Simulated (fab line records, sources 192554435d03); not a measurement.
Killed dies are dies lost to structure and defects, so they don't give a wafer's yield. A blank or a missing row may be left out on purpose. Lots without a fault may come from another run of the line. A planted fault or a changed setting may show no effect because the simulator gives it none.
Split-lot experiment | flow n5_finfet | 7 lots, 39 wafers read, on a route of 1938 steps

THE SPLIT
At N5_DUMMY_GATE_EXPOSE_12 (exposes mask GATE, target cd 25 nm), the setting dose_mj was moved away from the recipe's 34 on 15 of the 39 wafers read, by -7.8% to +4.4%. The other wafers ran this setting at the recipe's value.

FROM THE SPLIT TO THE READING: what the file shows between them, 2 steps
- N5_DUMMY_GATE_PEB_13: peb time 60 s
- N5_DUMMY_GATE_DEVELOP_14: develop time 30 s

THE READING
cd_nm, in nm, at N5_DUMMY_GATE_CD_MEAS_15 (target cd 25.8 nm). Fault-free wafers of this fab line usually give 24.96 nm, standard deviation 0.23 nm.

wafer  | tool, chamber at the split | dose_mj as run | against the recipe | cd_nm, nm | against lot-mates on the recipe
L081.1 | euv_scanner-01, 0          | 32.53          | -4.3%              | 25.76     | +0.91
L081.2 | euv_scanner-01, 0          | 34             | recipe             | 24.70     | -
L081.3 | euv_scanner-01, 0          | 32.53          | -4.3%              | 25.79     | +0.94
L081.4 | euv_scanner-01, 0          | 34             | recipe             | 24.83     | -
L081.5 | euv_scanner-01, 0          | 32.53          | -4.3%              | 25.78     | +0.93
L081.6 | euv_scanner-01, 0          | 34             | recipe             | 25.02     | -
L082.1 | euv_scanner-01, 0          | 31.67          | -6.9%              | 26.11     | +1.18
L082.2 | euv_scanner-01, 0          | 34             | recipe             | 24.84     | -
L082.3 | euv_scanner-01, 0          | 34             | recipe             | 24.95     | -
L082.4 | euv_scanner-01, 0          | 31.67          | -6.9%              | 26.18     | +1.25
L082.5 | euv_scanner-01, 0          | 31.67          | -6.9%              | 26.11     | +1.18
L082.6 | euv_scanner-01, 0          | 34             | recipe             | 25.00     | -
L084.1 | euv_scanner-02, 0          | 35.48          | +4.4%              | 24.30     | -0.55
L084.2 | euv_scanner-02, 0          | 34             | recipe             | 24.85     | -
L084.3 | euv_scanner-02, 0          | 35.48          | +4.4%              | 24.34     | -0.51
L084.4 | euv_scanner-02, 0          | 34             | recipe             | 25.00     | -
L084.5 | euv_scanner-02, 0          | 35.48          | +4.4%              | 24.32     | -0.53
L084.6 | euv_scanner-02, 0          | 34             | recipe             | 24.71     | -
L085.2 | euv_scanner-02, 0          | 34             | recipe             | 24.94     | -
L085.3 | euv_scanner-02, 0          | 34             | recipe             | 24.83     | -
L085.5 | euv_scanner-02, 0          | 34             | recipe             | 24.81     | -
L088.1 | euv_scanner-02, 0          | 34             | recipe             | 24.81     | -
L088.2 | euv_scanner-02, 0          | 34             | recipe             | 24.86     | -
L088.3 | euv_scanner-02, 0          | 34             | recipe             | 24.97     | -
L088.4 | euv_scanner-02, 0          | 32.27          | -5.1%              | 25.91     | +1.03
L088.5 | euv_scanner-02, 0          | 32.27          | -5.1%              | 26.29     | +1.41
L088.6 | euv_scanner-02, 0          | 32.27          | -5.1%              | 25.75     | +0.87
L096.1 | euv_scanner-01, 0          | 34             | recipe             | 25.27     | -
L096.2 | euv_scanner-01, 0          | 31.34          | -7.8%              | 26.86     | +1.74
L096.3 | euv_scanner-01, 0          | 31.34          | -7.8%              | 26.61     | +1.49
L096.4 | euv_scanner-01, 0          | 34             | recipe             | 25.07     | -
L096.5 | euv_scanner-01, 0          | 34             | recipe             | 25.03     | -
L096.6 | euv_scanner-01, 0          | 31.34          | -7.8%              | 26.31     | +1.19
L097.1 | euv_scanner-01, 0          | 34             | recipe             | 24.51     | -
L097.2 | euv_scanner-01, 0          | 34             | recipe             | 24.80     | -
L097.3 | euv_scanner-01, 0          | 34             | recipe             | 24.82     | -
L097.4 | euv_scanner-01, 0          | 34             | recipe             | 25.09     | -
L097.5 | euv_scanner-01, 0          | 34             | recipe             | 24.60     | -
L097.6 | euv_scanner-01, 0          | 34             | recipe             | 24.67     | -

THE FIT
A straight line over all 39 wafers: cd_nm changes by -0.193 nm for each +1% of dose_mj; r = -0.96; the points scatter about the line by 0.19 nm.
The same after taking each lot's own level away (the mean of its wafers on the recipe; 39 wafers): -0.179 nm for each +1%; r = -0.97; scatter 0.16 nm.
On that fit, the largest move of dose_mj shifts the reading by 1.4 nm.
The lots' own levels span 24.748 to 25.123 nm, that is 1.6 times the standard deviation above.
So the lot-to-lot level changes the slope little: the two slopes agree.
Check: with one of the wafers moved furthest among these (-7.8%) left out of the fit, the line predicts +1.41 nm for it against its lot-mates. It came out at +1.74 nm against them.

OTHER SPLITS ON THESE WAFERS
These wafers also went through other splits before the reading. Each is held against what the fit with the lots' levels taken away leaves over:
other split on the same wafers  | wafers away from the commonest value | r with cd_nm (lot level and that fit taken away)
N5_WELL_APT_EPI_41 target_thk_a | 18                                   | -0.12

THE WHOLE CHAIN: every reading that the file lists as answering this split, in the file's order
step                     | what it does                                           | reading                                                           | change (the file's fit)               | r (the file's)
N5_DUMMY_GATE_CD_MEAS_15 | target cd 25.8 nm                                      | cd_nm                                                             | -0.185 nm for each +1% of the setting | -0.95
N5_DUMMY_GATE_TRIM_49    | chemistry O2, time 29 s, target cd 14 nm               | DUMMY_GATE.cd_nm (the simulator's own value, which no gauge read) | -0.211 nm for each +1% of the setting | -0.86
N5_DUMMY_GATE_ETCH_42    | etches SiO2 in CHF3/O2, target depth 3.5 nm, time 31 s | DUMMY_GATE.cd_nm (the simulator's own value, which no gauge read) | -0.217 nm for each +1% of the setting | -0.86

THE FILE'S OWN FIT
cd_nm changes by -0.185 nm for each +1% of dose_mj, r = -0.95.
